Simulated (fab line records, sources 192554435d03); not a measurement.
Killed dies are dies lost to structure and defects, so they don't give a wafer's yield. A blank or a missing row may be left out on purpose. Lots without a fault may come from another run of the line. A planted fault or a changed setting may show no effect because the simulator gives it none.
Split-lot experiment | flow n5_finfet | 7 lots, 21 wafers read, on a route of 1938 steps

THE SPLIT
At N5_FIN_SAQP_HM_DEP_72 (deposits SiO2 from SiH4/N2O, target thk 12 nm, time 7.2 s), the setting time_s was moved away from the recipe's 7.2 s on 6 of the 21 wafers read, by -11.8% to +9.7%. The other wafers ran this setting at the recipe's value.

FROM THE SPLIT TO THE READING: what the file shows between them, 4 steps
- N5_FIN_SAQP_COAT_49: time 60 s, resist thk 100 nm
- N5_FIN_SAQP_COAT_50: time 60 s, resist thk 35 nm
- N5_FIN_SAQP_ETCH_52: etches SOC in N2/H2, target depth 100 nm, overetch 20 nm, time 150 s
- N5_FIN_SAQP_STRIP_53: strips in N2/H2

THE READING
etch.depth_nm (the simulator's own value, which no gauge read), in nm, at N5_FIN_SAQP_HM_OPEN_73 (chemistry CHF3/O2, target SiO2, stops on a-Si, target depth 12 nm, time 16.8 s). The file gives no usual value for it. The 15 wafers here that ran the recipe average 11.94 nm, standard deviation 0.14 nm.

wafer  | tool, chamber at the split | time_s as run, s | against the recipe | etch.depth_nm, nm | against lot-mates on the recipe
L075.3 | pecvd-04, 1                | 7.2              | recipe             | 12.18             | -
L075.4 | pecvd-04, 0                | 7.902            | +9.7%              | 13.25             | +1.13
L075.5 | pecvd-04, 1                | 7.2              | recipe             | 12.06             | -
L076.2 | pecvd-02, 0                | 7.2              | recipe             | 11.7              | -
L076.3 | pecvd-02, 1                | 7.2              | recipe             | 11.8              | -
L076.6 | pecvd-02, 0                | 7.2              | recipe             | 11.99             | -
L085.2 | pecvd-02, 2                | 6.348            | -11.8%             | 10.35             | -1.32
L085.3 | pecvd-02, 0                | 7.2              | recipe             | 11.67             | -
L085.5 | pecvd-02, 1                | 6.348            | -11.8%             | 10.28             | -1.39
L086.3 | pecvd-04, 2                | 6.524            | -9.4%              | 10.47             | -1.48
L086.4 | pecvd-04, 2                | 6.524            | -9.4%              | 10.65             | -1.30
L086.6 | pecvd-04, 1                | 7.2              | recipe             | 11.95             | -
L087.1 | pecvd-04, 2                | 7.2              | recipe             | 11.85             | -
L087.2 | pecvd-04, 1                | 7.2              | recipe             | 11.96             | -
L087.4 | pecvd-04, 0                | 7.2              | recipe             | 11.92             | -
L090.2 | pecvd-01, 1                | 7.2              | recipe             | 12.05             | -
L090.4 | pecvd-01, 2                | 7.2              | recipe             | 12.09             | -
L090.5 | pecvd-01, 1                | 7.577            | +5.2%              | 12.9              | +0.83
L096.1 | pecvd-04, 0                | 7.2              | recipe             | 12.02             | -
L096.2 | pecvd-04, 1                | 7.2              | recipe             | 11.91             | -
L096.3 | pecvd-04, 1                | 7.2              | recipe             | 11.98             | -

THE FIT
A straight line over all 21 wafers: etch.depth_nm changes by +0.142 nm for each +1% of time_s; r = +0.98; the points scatter about the line by 0.14 nm.
The same after taking each lot's own level away (the mean of its wafers on the recipe; 21 wafers): +0.127 nm for each +1%; r = +0.99; scatter 0.11 nm.
On that fit, the largest move of time_s shifts the reading by 1.5 nm.
The lots' own levels span 11.670 to 12.120 nm, that is 3.3 times the standard deviation above.
So the lot-to-lot level changes the slope: the two fits differ.
Check: with one of the wafers moved furthest among these (-11.8%) left out of the fit, the line predicts -1.57 nm for it against its lot-mates. It came out at -1.32 nm against them.

OTHER SPLITS ON THESE WAFERS
These wafers also went through other splits before the reading. Each is held against what the fit with the lots' levels taken away leaves over:
other split on the same wafers | wafers away from the commonest value | r with etch.depth_nm (lot level and that fit taken away)
N5_WELL_APT_COAT_19 spin_rpm   | 7                                    | -0.19
N5_FIN_SAQP_HM_DEP_03 time_s   | 8                                    | +0.09

THE WHOLE CHAIN: every reading that the file lists as answering this split, in the file's order
step                   | what it does                                                                   | reading                                                                            | change (the file's fit)               | r (the file's)
N5_FIN_SAQP_HM_DEP_72  | deposits SiO2 from SiH4/N2O, target thk 12 nm, time 7.2 s                      | SiO2_of_FIN_SAQP_HM_DEP_72.thk_nm (the simulator's own value, which no gauge read) | +0.126 nm for each +1% of the setting | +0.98
N5_FIN_SAQP_HM_OPEN_73 | chemistry CHF3/O2, target SiO2, stops on a-Si, target depth 12 nm, time 16.8 s | etch.depth_nm (the simulator's own value, which no gauge read)                     | +0.126 nm for each +1% of the setting | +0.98

THE FILE'S OWN FIT
etch.depth_nm changes by +0.126 nm for each +1% of time_s, r = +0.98.
